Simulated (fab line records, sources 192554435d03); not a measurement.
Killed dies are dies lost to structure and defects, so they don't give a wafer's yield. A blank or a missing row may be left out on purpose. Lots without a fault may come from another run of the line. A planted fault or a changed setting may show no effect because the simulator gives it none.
Chamber matching | flow n5_finfet | N5_FIN_SAQP_SPACER2_ALD_28 on ald_sin-04: 4 sister chambers
The step deposits SiO2, target thk 8.1 nm, pulse time 1 s, purge time 2 s. 4 wafers are shown with their chamber, then 7 later ones without.

WAFERS WITH THEIR CHAMBER
wafer  | chamber | heater_power_w (W)
L083.3 | 0       | 427
L083.5 | 3       | 454
L087.3 | 2       | 562
L087.4 | 1       | 464

WAFERS WITHOUT THEIR CHAMBER
wafer  | heater_power_w (W)
L087.5 | 563
L090.2 | 582
L090.5 | 443
L090.6 | 487
L093.2 | 562
L093.4 | 439
L093.5 | 483

WHICH CHAMBER EACH WENT THROUGH
wafer  | from the rows above          | in truth
L087.5 | 2                            | 2
L090.2 | 2                            | 2
L090.5 | can't be placed: 3 or 0 or 1 | 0
L090.6 | can't be placed: 1 or 3      | 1
L093.2 | 2                            | 2
L093.4 | can't be placed: 0 or 3 or 1 | 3
L093.5 | can't be placed: 1 or 3      | 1
Placed correctly: 3 of 7. Can't be placed from these rows: 4 (the true chamber is among the candidates in 4). Placed wrongly: 0.
How it was worked out, from the rows above alone: a wafer's distance from a chamber is the root of the sum, over the readings, of the square of ((its reading less the chamber's mean) divided by the reading's scatter). The wafer belongs to the nearest chamber; if the next one is less than 2 further off, it can't be placed. A chamber's mean is the mean of its shown wafers. The scatter: with one shown wafer a chamber, the root of the mean of the squares of how far each hidden wafer lies from its nearest shown one.
